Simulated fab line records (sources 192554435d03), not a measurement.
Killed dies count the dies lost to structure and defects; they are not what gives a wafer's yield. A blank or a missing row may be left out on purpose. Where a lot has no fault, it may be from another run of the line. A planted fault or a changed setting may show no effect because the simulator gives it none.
Chamber matching | flow n5 finfet | N5_BEOL_M14_DEP_53 on pecvd-03 has 3 sister chambers
The step deposits SiCN from 3MS/NH3, target thk 50 nm, time 17.8 s. 3 wafers are shown with their chamber, then 9 later ones without.

## WAFERS WITH THEIR CHAMBER
wafer  | chamber | showerhead plenum p Torr (Torr)
L088.5 | 2       | 4.092
L089.5 | 1       | 4.149
L089.6 | 0       | 4.156

## WAFERS WHOSE CHAMBER IS MISSING
wafer  | showerhead plenum p Torr (Torr)
L093.1 | 4.160
L093.3 | 4.098
L093.4 | 4.147
L094.1 | 4.143
L094.4 | 4.168
L094.6 | 4.107
L097.3 | 4.093
L097.4 | 4.164
L097.6 | 4.092

## THE CHAMBER EACH PASSED THROUGH
wafer  | from the rows above     | in truth
L093.1 | can't be placed: 0 or 1 | 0
L093.3 | 2                       | 2
L093.4 | can't be placed: 1 or 0 | 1
L094.1 | can't be placed: 1 or 0 | 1
L094.4 | can't be placed: 0 or 1 | 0
L094.6 | 2                       | 2
L097.3 | 2                       | 2
L097.4 | can't be placed: 0 or 1 | 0
L097.6 | 2                       | 2
4 of 9 placed correctly. Can't be placed from these rows: 5 (the true chamber is among the candidates in 5). 0 placed wrongly.
How it was worked out, from the rows above alone: a wafer's distance from a chamber is the root of the sum, over the readings, of the square of ((its reading less the chamber's mean) divided by the reading's scatter). The wafer belongs to the nearest chamber; if the next one is less than 2 further off, it can't be placed. A chamber's mean is the mean of its shown wafers. The scatter (one wafer shown for each chamber): square how far every hidden wafer sits from the nearest shown wafer, average those squares and take the square root.
